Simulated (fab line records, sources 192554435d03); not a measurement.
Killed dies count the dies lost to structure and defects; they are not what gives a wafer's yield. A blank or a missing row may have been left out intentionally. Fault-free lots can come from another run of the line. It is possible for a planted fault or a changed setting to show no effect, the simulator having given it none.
Split-lot study    flow n5_finfet    on a route of 1938 steps: 7 lots, 21 wafers read

ABOUT THE SPLIT
At N5_HKMG_FIN_EXPOSE_09 (exposes mask NWFM), the setting dose_mj was moved away from the recipe's 39.25 on 7 of the 21 wafers read, by -4.9% to +6.1%. The other wafers ran this setting at the recipe's value.

FROM THE SPLIT TO THE READING: what the file shows between them, 2 steps
- N5_HKMG_FIN_PEB_10: peb time 60 s
- N5_HKMG_FIN_DEVELOP_11: develop time 30 s

THE READING
cd_nm at N5_HKMG_FIN_CD_MEAS_12, given in nm (cd target 92.8 nm). A value of 92.7 nm with a standard deviation of 0.53 nm is what fault-free wafers of this fab line usually give.

wafer   tool, chamber at the split  dose_mj as run  against the recipe  cd_nm, nm  against lot-mates on the recipe
L079.1  arfi_scanner-01, 0          41.36           +5.4%               94.6       +2.4
L079.3  arfi_scanner-01, 0          39.25           recipe              92.2       -
L079.6  arfi_scanner-01, 0          41.36           +5.4%               95.4       +3.2
L080.1  arfi_scanner-01, 0          39.25           recipe              93.0       -
L080.3  arfi_scanner-01, 0          37.31           -4.9%               89.3       -3.7
L080.5  arfi_scanner-01, 0          37.31           -4.9%               89.7       -3.3
L090.2  arfi_scanner-02, 0          39.25           recipe              92.2       -
L090.3  arfi_scanner-02, 0          39.25           recipe              92.1       -
L090.4  arfi_scanner-02, 0          39.25           recipe              92.6       -
L093.1  arfi_scanner-02, 0          39.25           recipe              92.4       -
L093.2  arfi_scanner-02, 0          39.25           recipe              92.8       -
L093.4  arfi_scanner-02, 0          39.25           recipe              92.6       -
L095.3  arfi_scanner-01, 0          39.25           recipe              93.1       -
L095.5  arfi_scanner-01, 0          41.23           +5.0%               95.5       +2.6
L095.6  arfi_scanner-01, 0          39.25           recipe              92.7       -
L096.1  arfi_scanner-03, 0          39.25           recipe              92.0       -
L096.3  arfi_scanner-03, 0          39.25           recipe              92.2       -
L096.5  arfi_scanner-03, 0          37.91           -3.4%               89.8       -2.3
L097.3  arfi_scanner-01, 0          39.25           recipe              93.4       -
L097.5  arfi_scanner-01, 0          39.25           recipe              92.2       -
L097.6  arfi_scanner-01, 0          41.65           +6.1%               97.5       +4.7

THE FIT
A straight line over all 21 wafers: cd_nm changes by +0.616 nm for each +1% of dose_mj; r = +0.96; the points scatter about the line by 0.56 nm.
The same after taking each lot's own level away (the mean of its wafers on the recipe; 21 wafers): +0.636 nm for each +1%; r = +0.98; scatter 0.42 nm.
On that fit, the largest move of dose_mj shifts the reading by 3.9 nm.
Measured against the standard deviation above, the lots' own levels, which go from 92.10 to 93.00 nm, span 1.7 times it.
So the lot-to-lot level changes the slope little: the two slopes agree.
Check: +3.53 nm against its lot-mates is what the line predicts for one of the wafers moved furthest among these (+6.1%) when that wafer is left out of the fit. Against them it came out at +4.7 nm.

FILE'S OWN FIT
cd_nm changes by +0.643 nm for each +1% of dose_mj, r = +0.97.
